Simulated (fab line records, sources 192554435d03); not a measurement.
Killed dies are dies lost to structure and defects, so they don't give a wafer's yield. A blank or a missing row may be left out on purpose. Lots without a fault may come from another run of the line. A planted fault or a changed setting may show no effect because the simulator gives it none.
Problem report in the 8D (eight disciplines) form, filled by code | flow n5_finfet | the parts of the form that need people (team, actions taken, sign-off) are left out

1. THE PROBLEM
killed_at_M4_up at N5_PASSIVATION_PROBE_49 reads a mean of 340 on 6 wafers of 2 lots; wafers without a fault read 14 with a standard deviation of 6. That is +54 standard deviations from the usual mean.
First seen on wafer L389.2, day 17 06:46, on prober-02. The record holds 14 wafers of 5 lots with a number at this step. Rule for "out", or "out of limits": more than 4 standard deviations from the usual mean. The other wafers with a number count as sound.

2. WHAT IT IS AND WHAT IT IS NOT
question                    | is                                                                                                   | is not
which readings at this step | killed_at_M4_up, defect_limited_yield, killed_dies, sort_bin_5_function, sort_n_pass, sort_yield_pct | killed_at_M0_to_M3, killed_at_contacts, killed_at_front_end, killed_at_other, sort_bin_4_leakage
which lots                  | L388, L389                                                                                           | L378, L379, L390
which wafers of those lots  | all that have a number                                                                               | -
read on which tools         | prober-02                                                                                            | prober-01
when                        | from day 17 06:46                                                                                    | up to then (5 sound wafers); but 3 sound wafers of L390 came after

3. SUSPECTS, AND WHAT RULES EACH OUT
Counting: a tool at a process step up to the reading stays a suspect if it ran every lot that is out and no sound lot after the first of them.
- pecvd-04 at N5_BEOL_M10_PECVD_70 (deposits SiO2 from TEOS/O2, target thk 20 nm, time 22.7 s): kept. It ran every lot that is out, first L389 (day 14 19:37), and no sound lot after that; its last sound lot up to then is L379 (day 12 14:35).
- prober-02 at N5_PASSIVATION_PROBE_49: ruled out as a lasting fault. Sound lots L390 ran on it after its first lot that is out, L389 (day 17 06:46).
Left after counting: pecvd-04 at N5_BEOL_M10_PECVD_70.

4. THE CAUSE (what the simulator had put in)
Skipped step whole: pecvd-04, from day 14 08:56 on, at N5_BEOL_M10_PECVD_70. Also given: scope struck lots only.
Counting left only this tool.

5. THE CHAIN OF EFFECTS, in route order
Each row: a reading whose mean over the struck wafers that have a number lies more than 3 standard deviations from the usual. Only readings for which the record gives a usual standard deviation are gone through. hours: the time from each lot's start at the first step in this table that gives one to its start at this step, as a median over the lots. sigmas: the change in usual standard deviations.
hours | step                    | reading              | usual  | on struck wafers | change | sigmas
0     | N5_PASSIVATION_PROBE_49 | defect_limited_yield | 91.4 % | 64.0             | -27.4  | -18
0     | N5_PASSIVATION_PROBE_49 | killed_at_M4_up      | 14     | 340              | +326   | +54
0     | N5_PASSIVATION_PROBE_49 | killed_dies          | 102    | 425              | +323   | +18
0     | N5_PASSIVATION_PROBE_49 | sort_bin_5_function  | 5.0 %  | 32.7             | +27.7  | +29
0     | N5_PASSIVATION_PROBE_49 | sort_n_pass          | 1078   | 752              | -326   | -17
0     | N5_PASSIVATION_PROBE_49 | sort_yield_pct       | 91.3 % | 63.7             | -27.6  | -17
The process steps in it:
- N5_PASSIVATION_PROBE_49
Readings that are blank on the struck wafers while sound wafers have them: chamber_pressure_Torr at N5_BEOL_M10_PECVD_70; heater_power_outer_w at N5_BEOL_M10_PECVD_70; heater_power_w at N5_BEOL_M10_PECVD_70; showerhead_plenum_p_Torr at N5_BEOL_M10_PECVD_70; throttle_valve_pct at N5_BEOL_M10_PECVD_70.

6. WHAT WOULD HAVE CAUGHT IT SOONER
In this record the first reading out of limits was taken at day 17 06:46, 70 hours after the fault began at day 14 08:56.
At N5_BEOL_M10_PECVD_70 the tool's readings are blank on the struck wafers, where sound wafers have them: an empty tool record is the first sign, and it was there at once.
All the lots that are out (2) had begun N5_BEOL_M10_PECVD_70 on pecvd-04 by day 17 06:46. A hold on the tool at that time would have spared none of them.
